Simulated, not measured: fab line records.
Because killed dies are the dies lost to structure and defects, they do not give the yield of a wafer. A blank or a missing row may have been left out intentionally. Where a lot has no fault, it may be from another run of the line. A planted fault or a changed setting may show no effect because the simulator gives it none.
fab line records ; flow n5Finfet
[record] lots = 10; wafers = 29; lastDay = 18
route steps=1938 shown BEOL_M15@1786
lots that met no fault: from a run of the same line without faults
startH: start of the lot's first displayed wafer, in hours after the record's first day ; waitH: how many hours have passed since the lot's step before this one ; " unchanged from the row above ; L1.1+2: a row that stands for several wafers ; - no value present, or no start provided ; * or withheld: withheld ; < > ~ a bound
route shown NAME@n: names a module that has steps shown in the file, with the first one's number in the route ; usual: mean/standard deviation of fault-free wafers ; same: alike in all rows ; chamber/n: place in a boat ; sites: per-site readings ; _std_site: the standard deviation of these ; _edge_site: inner sites' mean taken away from outer sites' mean ; radiusMm: for every site, how far away it sits from the centre of the wafer ; mask NAME#n: copy n ; behind: the tool/chamber that last shaped the wafer ; hold: cause of the lot's hold/its duration in hours/its outcome ; device: which transistor (n, p or np) failed to switch ; end of line: tests of these same wafers at the route's end ; where a step has no rows: the recipe by itself ; killed: at the first sort, the dies lost to defects and structure; wafer yield is something else ; map: a wafer's dies, marking killed ones x, the rest . and places with no die _
set.NAME: the setting as run; set.NAME@STEP: as run at that earlier step ; model.NAME: the simulator's own value behind a step, which no gauge read
the route's steps for a sample of lots (tables are steps, rows are wafers)
services: when a tool's chamber went out of use (startH, in hours from the record's first day, below 0 if earlier), for how many hours, and the reason
[[steps]]
[step N5_BEOL_M15_DESCUM_15]
[recipe] chemistry = O2; timeS = 7.9; sourcePowerW = 50; biasPowerW = 20; pressureMtorr = 20; rfFrequencyHz = 2.712e+07; tempC = 40; o2FlowSccm = 225
[usual] drypumpMotorCurrentA = 5.7/0.45; oesProductAu = 0.81/0.088; rfVppV = 243.5/1.6; showerheadPlenumPTorr = 2.11/0.085; throttleValvePct = 20.52/0.22
lot.wafer;tool;chamber;startH;waitH;drypumpMotorCurrentA;oesProductAu;rfHoursCounterH;rfVppV;showerheadPlenumPTorr;throttleValvePct
L164.3;rieDiel-02;0;283.35;0.0;5.7;0.70;223;242.7;2.08;20.79
L164.5;rieDiel-02;0;283.35;0.0;5.7;0.69;-;242.5;2.08;20.76
L164.6;rieDiel-02;1;283.35;0.0;5.1;0.88;-;242.6;2.03;20.45
L166.4;rieDiel-04;3;292.79;0.2;6.2;0.76;156;241.9;2.02;20.90
L166.5;rieDiel-04;0;292.79;0.2;4.8;0.85;-;245.5;2.22;20.31
L166.6;rieDiel-04;3;292.79;0.2;6.2;0.76;-;243.1;2.02;20.88
L168.3;rieDiel-02;1;298.46;0.4;5.1;0.87;48;242.5;2.03;20.46
L168.4;rieDiel-02;3;298.46;0.4;5.7;0.87;58;241.8;2.03;20.46
L168.6;rieDiel-02;0;298.46;0.4;5.7;0.69;-;243.0;2.08;20.78
L171.1;rieDiel-02;0;323.74;0.0;5.8;0.69;236;243.6;2.07;20.81
L171.4;rieDiel-02;1;323.74;0.0;5.1;0.86;56;241.6;2.03;20.47
L171.5;rieDiel-02;0;323.74;0.0;5.7;0.69;-;242.7;2.07;20.78
L178.1;rieDiel-04;1;339.24;0.1;5.2;0.96;16;243.1;2.04;20.17
L178.5;rieDiel-04;3;339.24;0.1;6.2;0.75;-;239.8;2.02;20.90
L178.6;rieDiel-04;2;339.24;0.1;6.1;0.80;-;244.8;2.18;20.60
L175.2;rieDiel-04;0;347.17;0.0;4.8;0.83;60;245.0;2.22;20.32
L175.3;rieDiel-04;1;347.17;0.0;5.1;0.95;19;240.7;2.03;20.19
L175.4;rieDiel-04;2;347.17;0.0;6.1;0.80;89;245.5;2.18;20.60
L182.1;rieDiel-05;0;365.65;0.0;5.4;0.91;21;245.9;2.22;20.26
L182.4;rieDiel-05;3;365.65;0.0;5.9;0.79;100;245.5;2.20;20.37
L182.6;rieDiel-05;1;365.65;0.0;6.3;0.67;-;243.4;2.07;20.83
L181.1;rieDiel-02;3;374.77;0.0;5.7;0.84;86;242.3;2.03;20.50
L181.2;rieDiel-02;2;374.77;0.0;5.8;0.81;87;243.4;2.20;20.41
L186.1;rieDiel-05;1;411.29;0.1;6.3;1.00;1;243.1;2.07;20.41
L186.2;rieDiel-05;0;411.29;0.1;5.4;0.89;33;243.8;2.21;20.28
L186.4;rieDiel-05;2;411.29;0.1;5.5;0.75;157;243.0;2.00;20.62
L187.2;rieDiel-05;0;420.14;0.0;5.4;0.89;36;244.6;2.21;20.29
L187.3;rieDiel-05;1;420.14;0.0;6.3;0.98;3;243.1;2.07;20.42
L187.5;rieDiel-05;0;420.14;0.0;5.4;0.90;-;244.8;2.21;20.31
[step N5_BEOL_M15_VIA_ETCH_16]
[recipe] chemistry = C4F8/O2/Ar; target = SiO2; heInnerTorr = 15; heOuterTorr = 30; targetDepthA = 17922; timeS = withheld; ionEnergyEv = 800; pressureMtorr = 20; sourceW = 1905; biasW = 2040; Ar_flow_sccm = 400; C4F8_flow_sccm = 16; O2_flow_sccm = 12; ends = cleared
[usual] C4F8_flow_sccm = 16.01/0.048; drypumpMotorCurrentA = 5.7/0.46; oesProductAu = 0.73/0.078; rfVppV = 2239/36; showerheadPlenumPTorr = 3.46/0.13; throttleValvePct = 30.99/0.22
lot.wafer;tool;chamber;startH;waitH;C4F8_flow_sccm;drypumpMotorCurrentA;oesProductAu;rfVppV;showerheadPlenumPTorr;throttleValvePct
L164.3;rieDiel-02;0;283.44;0.0;15.99;5.8;0.63;2246;3.40;31.07
L164.5;rieDiel-02;0;283.44;0.0;16.00;5.7;0.63;2247;3.40;31.08
L164.6;rieDiel-02;1;283.44;0.0;16.03;5.1;0.80;2244;3.38;31.23
L166.4;rieDiel-04;3;292.88;0.0;16.03;6.2;0.69;2198;3.32;31.41
L166.5;rieDiel-04;0;292.88;0.0;15.99;4.8;0.77;2244;3.63;30.69
L166.6;rieDiel-04;3;292.88;0.0;16.09;6.2;0.69;2198;3.32;31.40
L168.3;rieDiel-02;1;298.54;0.0;15.93;5.1;0.78;2244;3.38;31.25
L168.4;rieDiel-02;3;298.54;0.0;15.99;5.7;0.78;2230;3.35;31.04
L168.6;rieDiel-02;0;298.54;0.0;16.03;5.8;0.62;2248;3.40;31.07
L171.1;rieDiel-02;0;323.83;0.0;16.06;5.7;0.62;2246;3.40;31.06
L171.4;rieDiel-02;1;323.83;0.0;15.94;5.0;0.78;2244;3.38;31.26
L171.5;rieDiel-02;0;323.83;0.0;15.97;5.8;0.62;2248;3.40;31.10
L178.1;rieDiel-04;1;339.33;0.0;15.95;5.2;0.87;2207;3.38;30.81
L178.5;rieDiel-04;3;339.33;0.0;16.00;6.2;0.67;2197;3.32;31.41
L178.6;rieDiel-04;2;339.33;0.0;16.04;6.2;0.71;2283;3.61;31.21
L175.2;rieDiel-04;0;347.26;0.0;16.04;4.8;0.76;2245;3.62;30.69
L175.3;rieDiel-04;1;347.26;0.0;15.98;5.2;0.85;2206;3.38;30.84
L175.4;rieDiel-04;2;347.26;0.0;16.11;6.1;0.72;2282;3.61;31.21
L182.1;rieDiel-05;0;365.74;0.0;16.03;5.4;0.82;2314;3.62;30.75
L182.4;rieDiel-05;3;365.74;0.0;16.00;5.9;0.71;2228;3.60;30.80
L182.6;rieDiel-05;1;365.74;0.0;15.98;6.3;0.60;2218;3.37;31.08
L181.1;rieDiel-02;3;374.86;0.0;15.97;5.7;0.76;2230;3.34;31.06
L181.2;rieDiel-02;2;374.86;0.0;16.04;5.9;0.73;2261;3.57;30.69
L186.1;rieDiel-05;1;411.38;0.0;15.93;6.3;0.88;2217;3.37;30.76
L186.2;rieDiel-05;0;411.38;0.0;15.96;5.4;0.79;2314;3.61;30.77
L186.4;rieDiel-05;2;411.38;0.0;16.10;5.5;0.67;2192;3.31;31.15
L187.2;rieDiel-05;0;420.22;0.0;15.93;5.4;0.80;2314;3.61;30.76
L187.3;rieDiel-05;1;420.22;0.0;16.00;6.3;0.86;2218;3.37;30.75
L187.5;rieDiel-05;0;420.22;0.0;15.99;5.4;0.79;2313;3.61;30.76
[step N5_BEOL_M15_ETCH_61]
[recipe] chemistry = N2/H2; target = BARC; targetDepthA = 890; overetchA = 267; timeS = 67.9; ionEnergyEv = 200; pressureMtorr = 30; sourceW = 840; biasW = 150; n2FlowSccm = 200; h2FlowSccm = 200
[usual] drypumpMotorCurrentA = 5.6/0.48; oesProductAu = 0.69/0.066; rfVppV = 524/3; runLengthS = 91.1/0.51; showerheadPlenumPTorr = 2.57/0.11; throttleValvePct = 18.01/0.24
lot.wafer;tool;chamber;startH;waitH;drypumpMotorCurrentA;oesProductAu;rfHoursCounterH;rfVppV;runLengthS;showerheadPlenumPTorr;throttleValvePct
L164.3;rieDiel-02;3;285.15;0.0;5.7;0.74;53;521;90.6;2.50;18.09
L164.5;rieDiel-02;3;285.15;0.0;5.7;0.73;-;521;90.6;2.50;18.10
L164.6;rieDiel-02;2;285.15;0.0;5.8;0.70;-;527;92.1;2.69;17.93
L166.4;rieDiel-04;1;294.73;0.0;5.1;0.84;3;523;91.4;2.49;17.57
L166.5;rieDiel-04;0;294.73;0.0;4.8;0.73;-;529;91.3;2.71;17.72
L166.6;rieDiel-04;1;294.73;0.0;5.2;0.84;-;523;91.4;2.49;17.57
L168.3;rieDiel-04;3;300.06;0.0;6.2;0.64;159;521;90.5;2.46;18.38
L168.4;rieDiel-04;0;300.06;0.0;4.8;0.72;45;529;91.0;2.71;17.73
L168.6;rieDiel-04;1;300.06;0.0;5.1;0.83;-;523;91.5;2.49;17.56
L171.1;rieDiel-02;3;325.24;0.0;5.7;0.72;67;522;90.6;2.49;18.10
L171.4;rieDiel-02;1;325.24;0.0;5.1;0.73;57;522;91.8;2.47;18.01
L171.5;rieDiel-02;3;325.24;0.0;5.7;0.72;-;522;90.6;2.49;18.12
L178.1;rieDiel-02;2;340.80;0.0;5.8;0.70;82;528;91.7;2.68;17.95
L178.5;rieDiel-02;3;340.80;0.0;5.7;0.72;-;523;90.9;2.49;18.13
L178.6;rieDiel-02;0;340.80;0.0;5.7;0.58;-;523;91.6;2.51;18.21
L175.2;rieDiel-04;3;348.79;0.0;6.2;0.64;172;522;90.4;2.45;18.39
L175.3;rieDiel-04;1;348.79;0.0;5.2;0.79;20;522;90.9;2.49;17.58
L175.4;rieDiel-04;0;348.79;0.0;4.8;0.71;60;528;90.9;2.70;17.74
L182.1;rieDiel-04;1;367.40;0.0;5.2;0.91;26;523;80.8;2.48;17.63
L182.4;rieDiel-04;3;367.40;0.0;6.2;0.64;176;521;90.2;2.45;18.38
L182.6;rieDiel-04;2;367.40;0.0;6.1;0.67;-;527;91.7;2.67;18.19
L181.1;rieDiel-04;2;376.71;0.0;6.2;0.78;100;529;82.1;2.67;18.22
L181.2;rieDiel-04;0;376.71;0.0;4.8;0.69;70;528;91.0;2.69;17.75
L186.1;rieDiel-05;2;412.91;0.0;5.5;0.63;158;521;90.9;2.44;18.05
L186.2;rieDiel-05;3;412.91;0.0;5.9;0.67;111;527;90.4;2.67;17.87
L186.4;rieDiel-05;1;412.91;0.0;6.3;0.83;2;523;91.0;2.52;17.94
L187.2;rieDiel-05;0;421.81;0.0;5.4;0.75;37;530;91.6;2.72;17.98
L187.3;rieDiel-05;1;421.81;0.0;6.3;0.83;4;523;91.4;2.52;17.96
L187.5;rieDiel-05;1;421.81;0.0;6.3;0.83;-;522;91.6;2.52;17.95
[step N5_BEOL_M15_DEGAS_41]
[recipe] ambient = vacuum; tempC = 300; timeS = 60
[usual] heaterPowerW = 454/41
lot.wafer;tool;chamber;startH;waitH;heaterPowerW
L164.3;pvdSputter-03;-;288.73;1.0;454
L164.5;pvdSputter-03;-;288.73;1.0;445
L164.6;pvdSputter-03;-;288.73;1.0;477
L166.4;pvdSputter-02;-;299.51;0.3;393
L166.5;pvdSputter-02;-;299.51;0.3;528
L166.6;pvdSputter-02;-;299.51;0.3;433
L168.3;pvdSputter-03;-;307.05;0.3;442
L168.4;pvdSputter-03;-;307.05;0.3;413
L168.6;pvdSputter-03;-;307.05;0.3;457
L171.1;pvdSputter-01;-;327.25;1.4;420
L171.4;pvdSputter-01;-;327.25;1.4;413
L171.5;pvdSputter-01;-;327.25;1.4;446
L178.1;pvdSputter-03;-;345.29;0.5;523
L178.5;pvdSputter-03;-;345.29;0.5;532
L178.6;pvdSputter-03;-;345.29;0.5;478
L175.2;pvdSputter-03;-;350.81;0.3;453
L175.3;pvdSputter-03;-;350.81;0.3;475
L175.4;pvdSputter-03;-;350.81;0.3;427
L182.1;pvdSputter-01;-;370.76;2.4;471
L182.4;pvdSputter-01;-;370.76;2.4;445
L182.6;pvdSputter-01;-;370.76;2.4;445
L181.1;pvdSputter-03;-;377.97;0.0;411
L181.2;pvdSputter-03;-;377.97;0.0;517
L186.1;pvdSputter-03;-;415.50;0.4;423
L186.2;pvdSputter-03;-;415.50;0.4;518
L186.4;pvdSputter-03;-;415.50;0.4;473
L187.2;pvdSputter-01;-;422.46;0.0;425
L187.3;pvdSputter-01;-;422.46;0.0;465
L187.5;pvdSputter-01;-;422.46;0.0;447
[[services]]
tool;chamber;startH;hours;kind
rieDiel-04;1;263.33;-;clean
rieDiel-04;1;263.33;-;consumableReplace:focusRing
rieDiel-04;1;263.33;21.3;scheduledDown
rieDiel-04;1;263.33;21.3;ventCycle
rieDiel-05;0;273.24;-;clean
rieDiel-05;0;273.24;-;consumableReplace:focusRing
rieDiel-05;0;273.24;-;consumableReplace:showerhead
pvdSputter-01;-;312.40;8.6;repair
rieDiel-04;3;352.37;5.9;repair
rieDiel-05;3;368.86;6.4;repair
rieDiel-02;0;371.14;-;clean
rieDiel-02;0;371.14;-;consumableReplace:focusRing
rieDiel-02;0;371.14;15.0;scheduledDown
rieDiel-02;0;371.14;15.0;ventCycle
rieDiel-05;-;372.88;0.2;repair
rieDiel-05;0;381.64;1.3;repair
rieDiel-05;1;387.41;-;clean
rieDiel-05;1;387.41;-;consumableReplace:focusRing
rieDiel-05;1;387.41;18.7;scheduledDown
rieDiel-05;1;387.41;18.7;ventCycle
rieDiel-04;3;406.27;3.4;repair
rieDiel-05;3;419.07;2.9;repair
[[key]]
[firstSign] step = N5_BEOL_M15_ETCH_61; reading = runLengthS; direction = down; sigmas = 19; usual = *; struck = *
effect none on later readings
metAt N5_BEOL_M15_ETCH_61
struckLots L181,L182
struckWafers L181.1,L182.1
notActingAt N5_BEOL_M15_DESCUM_15,N5_BEOL_M15_VIA_ETCH_16,N5_BEOL_M15_DEGAS_41
onsetBetween 348.79 367.40
[fault] kind = processParameterDrift; tool = rieDiel-04; chamber = -; onsetH = 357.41; steps = N5_BEOL_M15_ETCH_61; channel = timeS; offset = *; shape = step; endH = 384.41; scope = struckWafersOnly; actsIn = *; stated = *
